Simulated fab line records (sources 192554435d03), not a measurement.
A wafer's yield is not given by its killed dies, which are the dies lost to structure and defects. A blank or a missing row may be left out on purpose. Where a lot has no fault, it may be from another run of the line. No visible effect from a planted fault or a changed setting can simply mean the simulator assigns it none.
A struck lot beside a sound one || flow n5_finfet || 19 out of 1938 route steps
Sound: the wafers L566.1, L566.3, L566.5. Struck: wafers L573.3, L573.6. (L573.1 of the same lot was not struck and is left out.) The cause comes at the end.
Per side, at each step with rows, come the tool, then ch with its chambers, and then its first start. Under that, the readings that differ: sound wafers || struck wafers || difference of the means || sigmas: that difference in standard deviations of wafers without a fault.
alike: same words and numbers on both sides, and readings whose means sit less than 2 such deviations apart. not compared: any withheld reading, any reading some wafer has no value for, any bound like >300 that may hide the same value, and any number with overlapping values for which the record gives no deviation.
The two part at a step that has a row with sigmas, a row that says differs or no value, or rows on one side only. Numbers that have no deviation but don't overlap get no sigmas and don't part them. A reading missing from all wafers of one side parts the sides only when that side holds two or more wafers.

N5_BEOL_M1_INSPECT_30: inspects for defects (brightfield).
  sound on defect_inspect-01 at day 6 18:02; struck on defect_inspect-01 at day 8 12:31
  alike: raw_defect_count
N5_BEOL_M1_DESCUM_33: chemistry O2, time 7 s.
  sound on rie_diel-04 ch 1,2,3, day 6 18:04; struck on rie_diel-02 ch 0,2, day 8 12:33
  alike: bias_power_w, drypump_motor_current_A, oes_product_au, rf_vpp_V, showerhead_plenum_p_Torr, throttle_valve_pct
  not compared: rf_hours_counter_h
then, 1 step without rows for these wafers: N5_BEOL_M1_ETCH_77 (etches underlayer in N2/H2, target depth 6.5 nm, time 5.2 s).
N5_BEOL_M1_ETCH_69: etches SiARC in CF4, target depth 15.6 nm, time 26 s.
  sound on rie_diel-04 ch 1,2,3, day 6 18:07; struck on rie_diel-02 ch 0,2, day 8 12:36
  alike: drypump_motor_current_A, etch_rf_on_time_s, oes_product_au, rf_fwd_power_W, rf_vpp_V, showerhead_plenum_p_Torr, throttle_valve_pct
  not compared: rf_hours_counter_h
then, 1 step without rows for these wafers: N5_BEOL_M1_ALD_98 (deposits SiO2, target thk 2.5 nm, pulse time 1 s, co reactant pulse time 1 s).
N5_BEOL_M1_ETCHBACK_99: etches SiO2 in CHF3, target depth 5 nm, time 10.4 s.
  sound on rie_diel-02 ch 0,2, day 7 06:13; struck on rie_diel-02 ch 3, day 9 01:00
{"reading": "throttle_valve_pct (%)", "sound": "16.73 16.93 16.71", "struck": "17.42 17.41", "difference": "+0.62", "sigmas": "+3"}
  alike: drypump_motor_current_A, oes_product_au, rf_vpp_V, showerhead_plenum_p_Torr
  not compared: rf_hours_counter_h
then, 5 steps without rows for these wafers: N5_BEOL_M1_ETCH_70 (etches SOC in N2/H2, target depth 80 nm, overetch 16 nm, time 120 s); N5_BEOL_M1_STRIP_71 (strips in N2/H2); N5_BEOL_M1_STRIP_78 (strips in N2/H2); N5_BEOL_M1_VIA_ETCH_34 (etches the open film in C4F6/O2, target depth 67.8 nm, time 64.4 s); N5_BEOL_M1_STRIP_83 (strips in C4F6/O2).
N5_BEOL_M1_STRIP_36: strips in N2/H2.
  sound on rie_diel-02 ch 0,2, day 7 06:25; struck on rie_diel-02 ch 3, day 9 01:12
{"reading": "throttle_valve_pct (%)", "sound": "23.57 23.58 23.55", "struck": "24.31 24.30", "difference": "+0.74", "sigmas": "+2"}
  alike: bias_power_w, drypump_motor_current_A, oes_product_au, power_w, rf_vpp_V, showerhead_plenum_p_Torr
  not compared: rf_hours_counter_h
N5_BEOL_M1_TRENCH_ETCH_37: etches SiOC in C4F6/O2, target depth 55.207 nm, time 29 s.
  sound on rie_diel-02 ch 0,2, day 7 06:27; struck on rie_diel-02 ch 3, day 9 01:14
{"reading": "oes_f_703_au (a.u.)", "sound": "0.89 0.80 0.89", "struck": "0.59 0.59", "difference": -0.27, "sigmas": -4}
{"reading": "oes_o_777_au (a.u.)", "sound": "0.90 0.80 0.90", "struck": "0.61 0.61", "difference": -0.26, "sigmas": -4}
{"reading": "rf_fwd_power_W (W)", "sound": "353.0 350.9 354.0", "struck": "266.1 265.8", "difference": -86.7, "sigmas": -39}
{"reading": "rf_vpp_V (V)", "sound": "676 647 676", "struck": "779 778", "difference": "+112", "sigmas": "+9"}
{"reading": "throttle_valve_pct (%)", "sound": "20.50 20.75 20.49", "struck": "21.21 21.24", "difference": "+0.65", "sigmas": "+3"}
{"reading": "model.etch.depth_nm (nm)", "sound": "55.79 53.64 55.24", "struck": "49.6 49.91", "difference": -5.1, "sigmas": ""}
{"reading": "model.BEOL_M1.feature_depth_nm (nm)", "sound": "55.8 53.6 55.2", "struck": "49.6 50", "difference": -5.1, "sigmas": ""}
  alike: C4F6_flow_sccm, drypump_motor_current_A, oes_product_au, showerhead_plenum_p_Torr
  not compared: rf_hours_counter_h
then, 1 step without rows for these wafers: N5_BEOL_M1_ETCH_41 (etches SiCN in CH3F/O2, target depth 31.9 nm, time 57.8 s).
N5_BEOL_M1_STRIP_97: strips in N2/H2, time 10 s.
  sound: rie_diel-02 ch 0,2; struck: rie_diel-02 ch 3
{"reading": "throttle_valve_pct (%)", "sound": "23.57 23.56 23.58", "struck": "24.33 24.32", "difference": "+0.75", "sigmas": "+3"}
  alike: bias_power_w, drypump_motor_current_A, oes_product_au, rf_vpp_V, showerhead_plenum_p_Torr
  not compared: rf_hours_counter_h
N5_BEOL_M1_OCD_MEAS_38:
  sound on ocd-01 at day 7 06:37; struck on ocd-01 at day 9 01:24
{"reading": "trench_depth_nm (nm)", "sound": "55.7 53.9 54.9", "struck": "49.6 49.8", "difference": -5.1, "sigmas": -4}
then, 1 step without rows for these wafers: N5_BEOL_M1_HM_STRIP_39 (strips TiN in peroxide tin strip, target depth 25 nm, time 158 s).
-- a jump in the record: the struck wafers' starts before and after are 3 days apart (it breaks off in module BEOL_M1 and resumes in module BEOL_M4, where the first step shown is number 1111 of the route) --
N5_BEOL_M4_RC_MEAS_101:
  sound on prober-01 ch 0, day 10 01:20; struck on prober-02 ch 0, day 12 09:36
  alike: DIBL_N, DIBL_P, IOFF_N, IOFF_P, ION_N, ION_P, SS_N, SS_P, VT_N, VT_P
N5_PASSIVATION_PROBE_49:
  the record holds rows for the sound wafers here (prober-02, day 14 14:50) but none for the struck ones

WHERE THEY PART
At N5_BEOL_M1_ETCHBACK_99 first; at N5_PASSIVATION_PROBE_49 last (within this record only).

WHY: what had been put in by the simulator
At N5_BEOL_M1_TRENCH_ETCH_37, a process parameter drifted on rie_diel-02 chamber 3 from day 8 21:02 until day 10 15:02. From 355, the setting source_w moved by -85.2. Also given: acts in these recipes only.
